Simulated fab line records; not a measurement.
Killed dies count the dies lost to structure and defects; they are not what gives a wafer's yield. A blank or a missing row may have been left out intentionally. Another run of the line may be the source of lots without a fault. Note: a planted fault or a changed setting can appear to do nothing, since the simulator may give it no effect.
The tool behind it: which one? + flow n5 finfet + 12 lots, 36 wafers sampled, at 2 steps of a route of 1938

## WHAT THE GAUGES READ, wafer by wafer
N5_BEOL_M1_CD_MEAS_28: target cd y 23.3 nm.
| lot  | measured     | on        | cd nm (nm)        |
|------|--------------|-----------|-------------------|
| L075 | day 6 09:10  | cd sem-02 | 24.30 24.21 23.83 |
| L077 | day 6 22:12  | cd sem-02 | 24.34 23.30 24.14 |
| L078 | day 7 13:08  | cd sem-01 | 24.49 24.01 24.44 |
| L081 | day 7 19:21  | cd sem-01 | 24.31 23.80 24.38 |
| L083 | day 8 20:49  | cd sem-01 | 24.44 23.62 24.01 |
| L085 | day 9 08:01  | cd sem-03 | 24.06 23.79 23.68 |
| L088 | day 9 19:05  | cd sem-01 | 23.83 24.72 24.32 |
| L090 | day 10 04:08 | cd sem-03 | 24.17 24.00 24.26 |
| L091 | day 10 10:46 | cd sem-02 | 24.18 23.98 23.85 |
| L093 | day 11 04:21 | cd sem-01 | 23.88 24.09 23.86 |
| L095 | day 11 17:30 | cd sem-01 | 24.09 24.05 23.66 |
| L097 | day 12 02:22 | cd sem-03 | 23.90 24.13 23.90 |

## WHICH TOOL RAN EACH LOT (tool, then ch and the chambers of the sampled wafers, then the start)
| lot  | N5_BEOL_M0_PRE_CLEAN_131         |
|------|----------------------------------|
| L075 | cvd co-01 ch 0,2, day 6 05:50    |
| L077 | cvd co-02 ch 0,2, day 6 18:50    |
| L078 | cvd co-01 ch 0,1, day 7 10:19    |
| L081 | cvd co-02 ch 0,1,2, day 7 16:15  |
| L083 | cvd co-02 ch 0,1,2, day 8 16:03  |
| L085 | cvd co-01 ch 1,2, day 9 05:19    |
| L088 | cvd co-02 ch 0,1,2, day 9 13:28  |
| L090 | cvd co-01 ch 0,1,2, day 9 21:25  |
| L091 | cvd co-02 ch 0,1,2, day 10 06:37 |
| L093 | cvd co-01 ch 0,1,2, day 11 00:31 |
| L095 | cvd co-01 ch 1,2, day 11 15:12   |
| L097 | cvd co-02 ch 0,1, day 11 23:34   |
- N5_BEOL_M0_PRE_CLEAN_131: time 15 s.

## THE ANSWER, worked out from the rows above alone
Rule: what is usual is taken from the lots themselves. Put in order of their means at a reading, lots are off if they are a third of the lots or fewer, leave a main group of 4 or more, and stand apart from it by a gap of 3 or more times the standard deviation of the main group's means; of several such gaps the widest counts. The tables above print the reading to a certain number of digits; a main group whose means all agree to those digits is not used. Also off: a lot with no number at a reading for which 4 or more lots have one. Any other lot the step has rows for is counted as sound.
No lot is off at any reading shown: from this, nothing can be told.

## WHAT HAD BEEN PUT IN BY THE SIMULATOR
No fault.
